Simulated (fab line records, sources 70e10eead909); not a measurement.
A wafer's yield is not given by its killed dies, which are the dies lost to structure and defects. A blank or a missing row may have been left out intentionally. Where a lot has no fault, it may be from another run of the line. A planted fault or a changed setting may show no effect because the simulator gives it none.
The tool behind it: which one?	flow nand_harc	route of 1159 steps, sampled at 1 step: 7 lots, 21 wafers

== WHAT THE GAUGES READ, wafer by wafer ==
NHARC_P_GATE_CD_MEAS_33.
lot	measured	on	cd_nm (nm)
L895	day 5 02:43	cd_sem-03	122 124 120
L902	day 6 14:59	cd_sem-01	121 118 116
L906	day 7 22:25	cd_sem-01	117 118 115
L908	day 8 09:50	cd_sem-02	122 125 121
L912	day 9 05:32	cd_sem-03	126 119 119
L915	day 10 01:19	cd_sem-02	127 120 121
L917	day 10 05:47	cd_sem-03	119 119 119

== WHAT TOOL EACH LOT RAN ON (gives the tool, then ch and the chambers of the sampled wafers, and finally the start) ==
Record: no process step prior to these readings.

== THE ANSWER, worked out from the rows above alone ==
Rule: the usual values come from the lots themselves. The widest of any qualifying gaps counts: lots, ordered by their means at a reading, are off when they make up no more than a third of the lots, leave a main group of 4 or more, and stand apart from it by 3 or more times the standard deviation of that group's means. A main group is skipped when, at the precision printed for the reading in the tables above, its means are all equal. A lot without any number at a reading at which 4 lots or more have one is off too. The other lots that the step has rows for count as sound.
Across all readings shown, no lot is off: no conclusion can be drawn from this.

== WHAT THE SIMULATOR PUT IN ==
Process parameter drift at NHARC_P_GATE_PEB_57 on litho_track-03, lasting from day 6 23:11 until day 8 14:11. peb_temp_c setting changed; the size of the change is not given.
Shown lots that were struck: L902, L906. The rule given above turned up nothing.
